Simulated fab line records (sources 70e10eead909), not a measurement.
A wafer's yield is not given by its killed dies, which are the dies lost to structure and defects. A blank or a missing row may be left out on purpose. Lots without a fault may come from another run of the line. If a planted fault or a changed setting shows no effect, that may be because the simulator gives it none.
Check for tools in common | flow nandHarc | 12 lots and 34 wafers in the sample

== REASON IT WAS OPENED ==
At NHARC_P_M2_CD_MEAS_09 the reading cdNm is flagged on 1 of 12 lots. Wafers without a fault read 170.0 nm, standard deviation 1.
Rule: a lot gets a flag if all its wafers with a number sit over 4 standard deviations from that mean, or if no wafer of it has a number. The other lots count as sound.

lot  | measured     | on       | cdNm (nm), wafer by wafer | flag
L416 | day 6 10:10  | cdSem-03 | 169.3 170.4 169.4         | 
L418 | day 7 03:14  | cdSem-03 | 171.0 171.2 172.3         | 
L419 | day 7 13:57  | cdSem-02 | 169.4 169.7 169.4         | 
L420 | day 8 04:47  | cdSem-02 | 171.1 171.1 171.6         | 
L421 | day 8 10:01  | cdSem-02 | 171.6 170.1 170.9         | 
L422 | day 8 21:25  | cdSem-03 | 169.3 170.2 169.2         | 
L423 | day 9 05:21  | cdSem-02 | 169.1 169.7 170.2         | 
L426 | day 10 17:44 | cdSem-01 | 190.2                     | FLAGGED
L432 | day 13 03:05 | cdSem-03 | 168.4 168.0 168.6         | 
L433 | day 13 08:08 | cdSem-02 | 169.8 169.3 169.7         | 
L437 | day 15 03:17 | cdSem-01 | 169.6 168.3 169.3         | 
L438 | day 15 12:46 | cdSem-01 | 170.4 170.0 170.7         | 
The mean of the flagged lots' numbers is 190.2 nm, +20.2 nm from the usual (+20 standard deviations).

== WHICH TOOL EACH LOT WENT THROUGH ==
Before the reading, the record contains 3 process steps out of a 1302-step route. In each cell: the tool, then ch and the chambers that the sampled wafers went through, then the start.
lot  | flag    | NHARC_P_M1_DESCUM_14              | NHARC_P_M1_ETCH_28                           | NHARC_P_M2_EXPOSE_06
L416 |         | rieDiel-06 ch 1,3, day 6 06:04    | rieDiel-07 ch 1,3, day 6 10:01 or earlier    | arfiScanner-01 ch 0, day 6 10:01
L418 |         | rieDiel-11 ch 1,2,3, day 6 23:18  | rieDiel-06 ch 1,2, day 7 03:06 or earlier    | arfiScanner-01 ch 0, day 7 03:06
L419 |         | rieDiel-11 ch 1,2, day 7 09:51    | rieDiel-07 ch 1,2,3, day 7 13:49 or earlier  | arfiScanner-02 ch 0, day 7 13:49
L420 |         | rieDiel-11 ch 1,2,3, day 8 00:53  | rieDiel-11 ch 1,2,3, day 8 04:38 or earlier  | arfiScanner-02 ch 0, day 8 04:38
L421 |         | rieDiel-11 ch 1,2,3, day 8 06:05  | rieDiel-07 ch 1,2,3, day 8 09:53 or earlier  | arfiScanner-01 ch 0, day 8 09:53
L422 |         | rieDiel-07 ch 0,1,3, day 8 17:26  | rieDiel-11 ch 0,3, day 8 21:17 or earlier    | arfiScanner-02 ch 0, day 8 21:17
L423 |         | rieDiel-06 ch 1,2,3, day 9 01:15  | rieDiel-07 ch 0,3, day 9 05:13 or earlier    | arfiScanner-01 ch 0, day 9 05:13
L426 | FLAGGED | rieDiel-11 ch 0, day 10 13:47     | rieDiel-11 ch 1, day 10 17:36 or earlier     | arfiScanner-01 ch 0, day 10 17:36
L432 |         | rieDiel-11 ch 0,1,2, day 12 23:08 | rieDiel-07 ch 0,2, day 13 02:57 or earlier   | arfiScanner-03 ch 0, day 13 02:57
L433 |         | rieDiel-11 ch 0,1,2, day 13 04:17 | rieDiel-07 ch 0,1,2, day 13 07:59 or earlier | arfiScanner-03 ch 0, day 13 07:59
L437 |         | rieDiel-07 ch 1,3, day 14 23:10   | rieDiel-11 ch 0,3, day 15 03:08 or earlier   | arfiScanner-03 ch 0, day 15 03:08
L438 |         | rieDiel-07 ch 0,1,3, day 15 08:56 | rieDiel-06 ch 0,2,3, day 15 12:38 or earlier | arfiScanner-03 ch 0, day 15 12:38
What is done by these steps:
- NHARC_P_M1_DESCUM_14: chemistry O2, time 3 s.
- NHARC_P_M1_ETCH_28: etches the open film in CF4/N2, target depth 30 nm, time 72.99 s.
- NHARC_P_M2_EXPOSE_06: exposes mask P M2, target cd 170 nm.
- NHARC_P_M2_CD_MEAS_09: target cd 170 nm.

== FLAGGED AGAINST TOTAL, ONE TOOL AT A TIME (gauges that did the reading follow at the end) ==
step                  | tool           | lots run | flagged | share of the flagged lots | sound lots run after its first flagged lot
NHARC_P_M1_DESCUM_14  | rieDiel-06     | 2        | 0       | none                      | -
NHARC_P_M1_DESCUM_14  | rieDiel-07     | 3        | 0       | none                      | -
NHARC_P_M1_DESCUM_14  | rieDiel-11     | 7        | 1       | all                       | 2 (L432,L433)
NHARC_P_M1_ETCH_28    | rieDiel-06     | 2        | 0       | none                      | -
NHARC_P_M1_ETCH_28    | rieDiel-07     | 6        | 0       | none                      | -
NHARC_P_M1_ETCH_28    | rieDiel-11     | 4        | 1       | all                       | 1 (L437)
NHARC_P_M2_EXPOSE_06  | arfiScanner-01 | 5        | 1       | all                       | 0
NHARC_P_M2_EXPOSE_06  | arfiScanner-02 | 3        | 0       | none                      | -
NHARC_P_M2_EXPOSE_06  | arfiScanner-03 | 4        | 0       | none                      | -
NHARC_P_M2_CD_MEAS_09 | cdSem-01       | 3        | 1       | all                       | 2 (L437,L438)
NHARC_P_M2_CD_MEAS_09 | cdSem-02       | 5        | 0       | none                      | -
NHARC_P_M2_CD_MEAS_09 | cdSem-03       | 4        | 0       | none                      | -
Because NHARC_P_M1_ETCH_28 lacks a start for some lots, the hours and order of its lots are taken from NHARC_P_M2_EXPOSE_06.

== WHAT THE TABLE PERMITS ==
4 rows of the table ran every flagged lot: rieDiel-11 at NHARC_P_M1_DESCUM_14, rieDiel-11 at NHARC_P_M1_ETCH_28, arfiScanner-01 at NHARC_P_M2_EXPOSE_06, cdSem-01 at NHARC_P_M2_CD_MEAS_09.
- rieDiel-11 at NHARC_P_M1_DESCUM_14 ran 7 lots, 1 of them flagged. Sound lots ran on it after the first flagged one (L432, L433), which a lasting fault on the whole tool wouldn't allow.
- rieDiel-11 at NHARC_P_M1_ETCH_28 ran 4 lots, 1 of them flagged. Sound lots ran on it after the first flagged one (L437), which a lasting fault on the whole tool wouldn't allow.
- arfiScanner-01 at NHARC_P_M2_EXPOSE_06 ran 5 lots, 1 of them flagged. A fault beginning between L423 (day 9 05:13), its last sound lot, and L426 (day 10 17:36), its first flagged one, fits the data.
- cdSem-01 at NHARC_P_M2_CD_MEAS_09 ran 3 lots, 1 of them flagged. Sound lots ran on it after the first flagged one (L437, L438), which a lasting fault on the whole tool wouldn't allow.
What remains is a single tool, arfiScanner-01 at NHARC_P_M2_EXPOSE_06.

== WHAT THE SIMULATOR PUT IN ==
Drift in process parameters on arfiScanner-01 at NHARC_P_M2_EXPOSE_06, starting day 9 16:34. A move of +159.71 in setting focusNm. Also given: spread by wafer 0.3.
Lots struck among those shown: L426. Same finding as the rule above.
